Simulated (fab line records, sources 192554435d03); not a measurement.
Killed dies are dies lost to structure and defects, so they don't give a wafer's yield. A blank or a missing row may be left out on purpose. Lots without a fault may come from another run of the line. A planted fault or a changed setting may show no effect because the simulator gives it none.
fab line records | flow n5_finfet
record lots=9 wafers=27 last_day=19
route steps=1938 shown BEOL_M0@749 BEOL_M1@753 BEOL_M4@1111 PASSIVATION@1936
lots that met no fault: from a run of the same line without faults
start_h: hours from the record's first day to the start of the lot's first wafer shown | wait_h: hours since the lot's step before | " the same as in the row above | L1.1+2: a row that stands for several wafers | - no value, or no start given | * or withheld: withheld | < > ~ a bound
route shown NAME@n: a module of which the file shows steps, and the number in the route of the first | usual: mean/standard deviation of fault-free wafers | same: alike in all rows | chamber/n: place in a boat | sites: the reading at each site | _std_site: their standard deviation | _edge_site: outer sites' mean less inner sites' | radius_mm: how far each site lies from the wafer's centre | mask NAME#n: copy n | behind: the tool/chamber that last shaped the wafer | hold: why the lot was held/for how many hours/how that ended | device: the transistor (n, p or np) that didn't switch | end of line: the same wafers' tests at the end of the route | a step without rows: its recipe alone | killed: dies lost to structure and defects at the first sort, not the wafer's yield | map: a wafer's dies, x killed, . not, _ none there
set.NAME: the setting as run; set.NAME@STEP: as run at that earlier step | model.NAME: the simulator's own value behind a step, which no gauge read
steps of the route over a sample of lots; a table a step, a row a wafer
services: from which hour (start_h, from the record's first day; less than 0 if before it) a tool's chamber was out of use, for how many hours, and why
## steps
# step N5_BEOL_M0_RS_MEAS_126
# recipe thk_meas_gauge=four-point-probe reads=Co_of_BEOL_M0_CO_CAP_123+Cu_of_BEOL_M0_ECD_118+Co_of_BEOL_M0_CVD_115+TaN_of_BEOL_M0_ALD_136
# usual M0_RS=0.536/0.018
# columns lot.wafer tool chamber start_h wait_h M0_RS[ohm/sq]
L506.1 film_metro-02 - 136.97 0.0 0.555
L506.4 " - " " 0.519
L506.6 " - " " 0.526
L508.3 film_metro-02 - 138.74 0.1 0.517
L508.4 " - " " 0.548
L508.6 " - " " 0.511
L510.2 film_metro-02 - 144.96 0.1 0.511
L510.3 " - " " 0.520
L510.6 " - " " 0.499
L509.4 film_metro-01 - 145.84 0.1 0.548
L509.5 " - " " 0.559
L509.6 " - " " 0.526
L515.2 film_metro-02 - 171.81 0.1 0.561
L515.3 " - " " 0.539
L515.6 " - " " 0.529
L516.1 film_metro-02 - 175.37 0.0 0.541
L516.3 " - " " 0.536
L516.4 " - " " 0.563
L525.2 film_metro-01 - 233.42 0.1 0.522
L525.4 " - " " 0.523
L525.6 " - " " 0.521
L526.1 film_metro-01 - 239.23 0.0 0.551
L526.3 " - " " 0.562
L526.4 " - " " 0.519
L527.2 film_metro-01 - 247.38 0.1 0.564
L527.5 " - " " 0.526
L527.6 " - " " 0.536
# step N5_BEOL_M1_PECVD_72
# recipe material=SiO2 target_thk_a=160 temp_c=400 precursor=TEOS/O2 pressure_torr=5.5 rf_w=450 teos_flow_sccm=53.8 gas=O2 flow_sccm=3000 time_s=18
# usual heater_power_w=736/78 showerhead_plenum_p_Torr=8.78/0.046 showerhead_vpp_V=1302/62 throttle_valve_pct=22.1/1
# columns lot.wafer tool chamber start_h wait_h heater_power_w showerhead_plenum_p_Torr showerhead_vpp_V throttle_valve_pct
L506.1 pecvd-01 1 137.14 0.0 844 8.77 1198 20.2
L506.4 " 1 " " 855 8.81 1210 20.1
L506.6 " 0 " " 722 8.75 1336 22.1
L508.3 pecvd-01 0 138.90 0.0 697 8.73 1351 22.2
L508.4 " 2 " " 698 8.73 1327 21.7
L508.6 " 1 " " 828 8.80 1209 20.3
L510.2 pecvd-03 1 145.13 0.0 662 8.80 1366 22.3
L510.3 " 2 " " 710 8.84 1294 22.5
L510.6 " 2 " " 700 8.84 1290 22.3
L509.4 pecvd-03 2 146.02 0.1 667 8.82 1293 22.1
L509.5 " 1 " " 661 8.80 1343 22.3
L509.6 " 0 " " 775 8.74 1259 22.5
L515.2 pecvd-03 0 171.97 0.0 614 8.76 1242 22.5
L515.3 " 2 " " 619 8.84 1282 22.1
L515.6 " 1 " " 679 8.80 1366 22.6
L516.1 pecvd-03 1 175.56 0.0 782 8.82 1339 22.7
L516.3 " 2 " " 588 8.79 1293 22.3
L516.4 " 1 " " 789 8.78 1345 22.2
L525.2 pecvd-01 0 233.59 0.0 769 8.74 1333 22.5
L525.4 " 2 " " 627 8.75 1323 21.7
L525.6 " 0 " " 786 8.76 1316 22.3
L526.1 pecvd-01 2 239.40 0.0 586 8.74 1318 22.0
L526.3 " 1 " " 845 8.80 1209 20.0
L526.4 " 1 " " 854 8.80 1205 20.2
L527.2 pecvd-03 0 247.54 0.0 629 8.74 1275 22.6
L527.5 " 0 " " 643 8.74 1277 22.6
L527.6 " 2 " " 599 8.80 1289 20.8
# step N5_BEOL_M1_INSPECT_13
# recipe mode=adi inspect_instrument=brightfield
# usual raw_defect_count=402/81
# columns lot.wafer tool chamber start_h wait_h raw_defect_count
L506.1 defect_inspect-01 - 137.88 0.1 326
L506.4 " - " " 480
L506.6 " - " " 509
L508.3 defect_inspect-02 - 139.56 0.0 452
L508.4 " - " " 432
L508.6 " - " " 428
L510.2 defect_inspect-02 - 145.89 0.0 292
L510.3 " - " " 287
L510.6 " - " " 437
L509.4 defect_inspect-02 - 146.55 0.0 482
L509.5 " - " " 377
L509.6 " - " " 489
L515.2 defect_inspect-01 - 172.82 0.0 358
L515.3 " - " " 356
L515.6 " - " " 1429
L516.1 defect_inspect-02 - 176.21 0.1 1642
L516.3 " - " " 425
L516.4 " - " " 1438
L525.2 defect_inspect-02 - 235.90 0.0 360
L525.4 " - " " 380
L525.6 " - " " 339
L526.1 defect_inspect-01 - 243.52 0.1 349
L526.3 " - " " 337
L526.4 " - " " 367
L527.2 defect_inspect-01 - 249.56 0.0 423
L527.5 " - " " 437
L527.6 " - " " 292
# step N5_BEOL_M1_HM_OPEN_17
# recipe chemistry=Cl2/BCl3 target_depth_a=200 overetch_a=60 target=TiN mask_material=SOC ion_energy_ev=150 pressure_mtorr=10 icp_w=1000 bias_w=126 Cl2_flow_sccm=53.25 bcl3_flow_sccm=21.75 Ar_flow_sccm=25
# usual drypump_motor_current_A=5.8/0.39 oes_product_au=0.67/0.066 throttle_valve_pct=22.16/0.28
# columns lot.wafer tool chamber start_h wait_h drypump_motor_current_A oes_product_au rf_hours_counter_h throttle_valve_pct
L506.1 rie_metal-02 0 140.06 0.0 5.9 0.73 16 22.23
L506.4 " 1 " " 5.0 0.76 - 21.71
L506.6 " 1 " " 4.9 0.75 - 21.70
L508.3 rie_metal-01 0 142.51 0.1 5.9 0.67 - 22.02
L508.4 " 1 " " 6.0 0.66 - 22.61
L508.6 " 0 " " 5.9 0.67 - 22.01
L510.2 rie_metal-03 1 146.57 0.0 6.0 0.56 108 22.21
L510.3 " 0 " " 6.3 0.73 - 22.11
L510.6 " 1 " " 6.0 0.56 - 22.21
L509.4 rie_metal-02 1 146.92 0.1 5.0 0.74 - 21.72
L509.5 " 1 " " 5.0 0.75 - 21.72
L509.6 " 0 " " 5.9 0.74 - 22.24
L515.2 rie_metal-03 1 173.19 0.0 6.0 0.54 112 22.23
L515.3 " 1 " " 6.0 0.54 - 22.22
L515.6 " 1 " " 6.0 0.54 - 22.25
L516.1 rie_metal-01 0 176.50 0.0 5.8 0.65 41 22.01
L516.3 " 0 " " 5.9 0.67 - 21.99
L516.4 " 1 " " 6.0 0.65 - 22.61
L525.2 rie_metal-02 1 236.22 0.0 5.0 0.72 17 21.72
L525.4 " 1 " " 5.0 0.72 - 21.74
L525.6 " 0 " " 5.9 0.71 - 22.26
L526.1 rie_metal-02 0 243.80 0.0 5.9 0.71 24 22.26
L526.3 " 1 " " 5.0 0.73 - 21.73
L526.4 " 0 " " 5.9 0.71 - 22.26
L527.2 rie_metal-03 0 250.09 0.0 6.3 0.70 30 22.15
L527.5 " 0 " " 6.3 0.70 - 22.13
L527.6 " 1 " " 6.0 0.53 - 22.25
# step N5_BEOL_M1_CD_MEAS_18
# recipe pitch_nm=36 target_cd_nm=18
# usual cd_nm=18.1/0.34
# columns lot.wafer tool chamber start_h wait_h cd_nm
L506.1 cd_sem-03 - 140.29 0.0 18.2
L506.4 " - " " 18.4
L506.6 " - " " 18.5
L508.3 cd_sem-02 - 142.78 0.1 18.0
L508.4 " - " " 18.4
L508.6 " - " " 18.1
L510.2 cd_sem-02 - 146.87 0.1 18.2
L510.3 " - " " 18.2
L510.6 " - " " 18.0
L509.4 cd_sem-03 - 147.08 0.1 18.6
L509.5 " - " " 18.4
L509.6 " - " " 18.4
L515.2 cd_sem-02 - 173.37 0.1 18.4
L515.3 " - " " 17.2
L515.6 " - " " 18.0
L516.1 cd_sem-01 - 176.68 0.0 18.8
L516.3 " - " " 18.5
L516.4 " - " " 18.3
L525.2 cd_sem-03 - 236.41 0.1 18.8
L525.4 " - " " 18.3
L525.6 " - " " 17.8
L526.1 cd_sem-01 - 243.98 0.0 17.7
L526.3 " - " " 18.0
L526.4 " - " " 18.3
L527.2 cd_sem-01 - 250.29 0.1 17.8
L527.5 " - " " 17.8
L527.6 " - " " 17.7
# step N5_BEOL_M4_RC_MEAS_101
# usual DIBL_N=36.0/1.7 DIBL_P=36.2/1.9 IOFF_N=0.154/0.028 IOFF_P=0.21/0.036 ION_N=675/11 ION_P=463/8.3 SS_N=71.4/0.63 SS_P=73.2/0.55 VT_N=250.2/3 VT_P=-251/3.7
# columns lot.wafer tool chamber start_h wait_h DIBL_N[mV/V] DIBL_P[mV/V] IOFF_N[nA/um] IOFF_P[nA/um] ION_N[uA/um] ION_P[uA/um] SS_N[mV/dec] SS_P[mV/dec] VT_N[mV] VT_P[mV]
L506.1 prober-02 0 192.80 0.0 37.5 37.4 0.178 0.29 673 469 71.7 73.6 248.0 -242
L506.4 " 0 " " 34.2 33.4 0.133 0.23 672 475 70.0 73.3 251.1 -245
L506.6 " 0 " " 36.4 35.8 0.157 0.26 666 468 71.2 73.5 253.0 -243
L510.2 prober-02 0 239.69 0.2 37.7 38.6 0.180 0.23 685 477 71.5 73.7 249.5 -247
L510.3 " 0 " " 38.0 38.8 0.185 0.23 679 467 72.4 73.4 246.9 -248
L510.6 " 0 " " 34.4 34.9 0.128 0.17 671 462 71.1 72.3 252.7 -250
L509.4 prober-02 0 244.44 0.5 32.7 32.2 0.103 0.16 668 463 70.7 72.2 255.7 -256
L509.5 " 0 " " 35.9 34.8 0.140 0.19 672 457 70.7 73.0 251.5 -255
L509.6 " 0 " " 36.7 36.0 0.152 0.20 678 458 70.6 73.6 250.0 -251
L515.2 prober-02 0 282.07 0.2 35.3 34.8 0.139 0.19 680 463 71.2 73.5 248.6 -253
L515.3 " 0 " " 37.6 36.5 0.168 0.21 674 459 72.3 73.3 250.2 -250
L515.6 " 0 " " 35.9 35.5 0.142 0.19 670 453 71.2 73.5 251.0 -254
L516.1 prober-02 0 291.63 0.0 38.4 38.3 0.186 0.21 689 457 71.5 73.9 247.5 -252
L516.3 " 0 " " 36.0 35.2 0.135 0.17 667 452 71.5 73.1 250.2 -253
L516.4 " 0 " " 37.1 35.5 0.162 0.18 677 456 71.9 73.5 250.1 -255
L508.3 prober-01 0 307.21 0.3 34.5 35.1 0.143 0.19 664 458 71.8 73.2 250.0 -254
L508.4 " 0 " " 36.8 38.3 0.181 0.23 683 470 71.7 74.0 249.0 -251
L508.6 " 0 " " 37.0 39.3 0.202 0.26 688 469 72.3 73.5 244.7 -247
L525.2 prober-01 0 340.00 0.2 35.2 32.4 0.128 0.17 662 459 70.8 72.1 256.1 -253
L525.4 " 0 " " 33.8 32.5 0.107 0.17 669 462 70.2 72.8 258.0 -255
L525.6 " 0 " " 36.6 35.7 0.150 0.22 673 466 71.1 72.9 251.3 -248
L526.1 prober-01 0 342.37 0.0 35.8 35.9 0.150 0.18 663 453 71.1 72.5 251.4 -251
L526.3 " 0 " " 36.0 36.7 0.158 0.20 665 462 71.2 72.8 247.5 -249
L526.4 " 0 " " 39.1 38.8 0.214 0.23 697 468 71.9 73.2 244.7 -251
L527.2 prober-02 0 342.68 0.2 37.4 39.0 0.203 0.29 690 476 71.6 74.1 243.0 -243
L527.5 " 0 " " 37.1 37.7 0.182 0.27 676 471 71.2 73.0 246.8 -244
L527.6 " 0 " " 34.3 34.6 0.134 0.21 668 466 70.7 72.8 252.2 -243
# step N5_PASSIVATION_PROBE_49
# usual defect_limited_yield=90.9/1.4 killed_at_M0_to_M3=38/11 killed_at_M4_up=13/5.9 killed_at_contacts=14/6.4 killed_at_front_end=38/11 killed_at_other=3.3/2.5 killed_dies=107/16 killed_on_rim=14/3.6 killed_open=70/12 killed_short=35/7.7 sort_bin_5_function=5.3/0.94 sort_bin_6_memory=3.5/0.7 sort_n_pass=1073/16 sort_yield_pct=90.9/1.4
# same gross_dies=1180 killed_at_back_side=0 sort_bin_4_leakage[%]=0 sort_bin_8_speed[%]=0
# columns lot.wafer tool chamber start_h wait_h defect_limited_yield[%] killed_at_M0_to_M3 killed_at_M4_up killed_at_contacts killed_at_front_end killed_at_other killed_dies killed_on_rim killed_open killed_short sort_bin_5_function[%] sort_bin_6_memory[%] sort_n_pass sort_yield_pct[%]
L515.2 prober-02 - 395.85 0.1 90.7 40 16 14 38 2 110 15 79 31 5.7 3.4 1070 90.7
L515.3 prober-02 - 395.90 0.1 91.9 30 25 10 25 5 95 12 76 19 4.7 3.2 1085 91.9
L515.6 prober-02 - 396.05 0.3 82.8 126 26 12 37 2 203 33 83 29 9.2 5.2 977 82.8
L516.1 prober-02 - 406.66 0.0 83.6 124 10 8 41 10 193 36 56 46 9.6 3.6 987 83.6
L516.3 prober-02 - 406.76 0.1 91.8 39 8 8 40 2 97 12 65 31 5.0 3.1 1083 91.8
L516.4 prober-02 - 406.81 0.2 83.7 127 9 11 43 2 192 30 64 37 9.2 4.0 988 83.7
# killed by level:class
L515.2 FIN_SAQP:geometric_particle:open=11 MOL_CONTACT_COAG:geometric_particle:open=11 BEOL_M1:geometric_particle:open=11 BEOL_M4:geometric_particle:open=10 FIN_SAQP:geometric_particle:short=7 DUMMY_GATE:geometric_particle:open=7 BEOL_M0_SAQP:geometric_particle:open=7 BEOL_M3:geometric_particle:open=7
L515.3 BEOL_M4:geometric_particle:open=15 BEOL_M1:geometric_particle:open=9 FIN_SAQP:geometric_particle:open=8 MOL_CONTACT_COAG:geometric_particle:open=7 BEOL_M3:geometric_particle:open=6 BEOL_M2:geometric_particle:open=5 STI_FIN_REVEAL:geometric_particle:open=4 GATE_CUT:geometric_particle:short=3
L515.6 BEOL_M1:unspecified=91 BEOL_M4:geometric_particle:open=17 BEOL_M0_SAQP:geometric_particle:open=12 FIN_SAQP:geometric_particle:open=9 MOL_CONTACT_COAG:geometric_particle:open=8 FIN_SAQP:geometric_particle:short=7 BEOL_M0_SAQP:geometric_particle:short=7 DUMMY_GATE:geometric_particle:open=6
L516.1 BEOL_M1:unspecified=88 FIN_SAQP:geometric_particle:short=9 FIN_SAQP:geometric_particle:open=7 MOL_CONTACT_COAG:geometric_particle:open=6 MIM_TOP_ETCH:geometric_particle:short=6 DUMMY_GATE:geometric_particle:open=5 GATE_CUT:geometric_particle:short=5 BEOL_M0_SAQP:geometric_particle:open=5
L516.3 BEOL_M0_SAQP:geometric_particle:open=9 BEOL_M1:geometric_particle:open=9 FIN_SAQP:geometric_particle:open=8 DUMMY_GATE:geometric_particle:open=7 BEOL_M0_SAQP:geometric_particle:short=7 MOL_CONTACT_COAG:geometric_particle:open=6 BEOL_M3:geometric_particle:open=6 STARTING-WAFER:geometric_particle:short=5
L516.4 BEOL_M1:unspecified=89 STI_FIN_REVEAL:geometric_particle:open=14 BEOL_M3:geometric_particle:open=12 MOL_CONTACT_COAG:geometric_particle:open=8 FIN_SAQP:geometric_particle:short=7 FIN_SAQP:geometric_particle:open=5 GATE_CUT:geometric_particle:short=5 BEOL_M0:geometric_particle:open=5
## services
# columns tool chamber start_h hours kind
pecvd-01 0 124.00 5.5 scheduled_down
pecvd-01 0 139.76 7.1 repair
pecvd-03 2 202.38 - clean
pecvd-03 2 202.38 - consumable_replace:showerhead
pecvd-03 2 202.38 29.0 scheduled_down
pecvd-03 2 202.38 29.0 vent_cycle
## key
first_sign step=N5_BEOL_M1_INSPECT_13 reading=raw_defect_count direction=up sigmas=14 usual=402 struck=1503
effect step=N5_PASSIVATION_PROBE_49 reading=killed_at_M0_to_M3 direction=up sigmas=7.8 usual=38 struck=126
more_kills_born_at N5_BEOL_M1_PECVD_72@pecvd-03=268
met_at N5_BEOL_M1_PECVD_72
struck_lots L515,L516
struck_wafers L515.6,L516.1,L516.4
not_acting_at N5_BEOL_M0_RS_MEAS_126,N5_BEOL_M1_HM_OPEN_17,N5_BEOL_M1_CD_MEAS_18
onset_between 146.02 171.97
fault kind=chamber_particle_source tool=pecvd-03 chamber=1 onset_h=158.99 steps=N5_BEOL_M1_PECVD_72 rate_per_visit_cm2=1.4988 end_h=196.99
